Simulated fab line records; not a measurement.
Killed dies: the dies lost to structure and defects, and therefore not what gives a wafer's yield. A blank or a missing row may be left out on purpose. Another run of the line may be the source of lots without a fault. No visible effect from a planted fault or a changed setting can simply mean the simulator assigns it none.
Comparing a struck lot with a sound one	flow nand_harc	15 steps out of a route of 1302
Sound: wafers L733.1, L733.4, L733.5. Struck: wafer L724.2 (L724.4, L724.6, from the same lot, were not struck and are left out); the cause is given at the end.
Each step with rows lists, per side, the tool, then ch with its chambers, then its first start. Under that, the readings that differ: sound wafers	struck wafers	difference of the means	sigmas: that difference in standard deviations of wafers without a fault.
alike: same words and numbers on both sides, and readings whose means sit less than 2 such deviations apart. not compared: any withheld reading, any reading some wafer has no value for, any bound like >300 that may hide the same value, and any number with overlapping values for which the record gives no deviation.
Wherever a step has rows on one side only, a row that says differs or no value, or a row with sigmas, the two part there. Numbers that have no deviation but don't overlap get no sigmas and don't part them. A reading that every wafer of one side lacks parts them only if that side has two wafers or more.

NHARC_A_DECK1_JOINT_ETCHBACK_00: etches the open film in HBr, target depth 30 nm, time 17.4 s.
  sound on rie_si-03 ch 0,1, day 19 19:26; struck on rie_si-05 ch 0, day 16 05:08
  alike: chamber_pressure_mTorr, drypump_motor_current_A, oes_product_au, throttle_valve_pct
  not compared: rf_hours_counter_h
then, 8 steps without rows for these wafers: NHARC_A_DECK1_JOINT_PRECLEAN_30 (cleans in SC1); NHARC_A_DECK1_JOINT_SRD_31; NHARC_A_DECK1_JOINT_CVD_34 (deposits SiNx, target thk 20 nm); NHARC_A_DECK1_JOINT_DEP_06 (deposits SiOx, target thk 80 nm); NHARC_A_DECK1_JOINT_CURE_26 (time 32 s); NHARC_A_DECK1_JOINT_ANNEAL_27 (time 3600 s); NHARC_A_DECK1_JOINT_ANNEAL_28 (time 1800 s); NHARC_A_DECK1_JOINT_ANNEAL_29 (time 1800 s).
NHARC_A_DECK1_JOINT_CMP_02: polishes SiOx.
  sound on cmp-01 ch 0,2, day 20 18:28; struck on cmp-01 ch 3, day 17 07:05
  alike: motor_current_A
  not compared: pad_life_wafers
following that, these wafers have no rows for 1 step: NHARC_A_DECK1_JOINT_SRD_15.
NHARC_A_DECK1_JOINT_DEP_16: deposits SiO2, target thk 45 nm.
  sound on pecvd-02 ch 1,2, day 20 18:53; struck on pecvd-01 ch 1, day 17 07:32
reading	sound	struck	difference	sigmas
showerhead_vpp_V (V)	1882 1917 1895	1725	-173	-3
  alike: heater_power_w, throttle_valve_pct
NHARC_A_DECK1_JOINT_THK_MEAS_17: measures by ellipsometry.
  struck on film_metro-01, day 17 07:46; sound on film_metro-01, day 20 19:10
reading	sound	struck	difference	sigmas
thk_nm (nm)	45.5 45.2 45.0	29.6	-15.6	-13
NHARC_A_DECK1_JOINT_INSPECT_05:
  struck on defect_inspect-02, day 17 07:47; sound on defect_inspect-02, day 20 19:12
  alike: raw_defect_count
-- jump in the record: it breaks off in module A_DECK1_JOINT and resumes in module END (first step shown: number 1302 of the route), and 12 days separate the struck wafers' starts before and after --
NHARC_END_SORT_01:
  sound on prober-01 ch 0, day 33 03:28; struck on prober-01 ch 0, day 29 18:19
  alike: killed_at_array, killed_at_other, killed_at_periphery, killed_dies, killed_open, killed_short

== WHERE THEY PART ==
At NHARC_A_DECK1_JOINT_DEP_16 first; at NHARC_A_DECK1_JOINT_THK_MEAS_17 last (within this record only). Later steps at which nothing parts them and some readings are alike: NHARC_A_DECK1_JOINT_INSPECT_05, NHARC_END_SORT_01.

WHY: what the simulator had put in
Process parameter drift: pecvd-01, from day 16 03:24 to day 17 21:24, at NHARC_A_DECK1_JOINT_DEP_16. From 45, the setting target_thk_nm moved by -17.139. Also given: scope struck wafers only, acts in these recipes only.
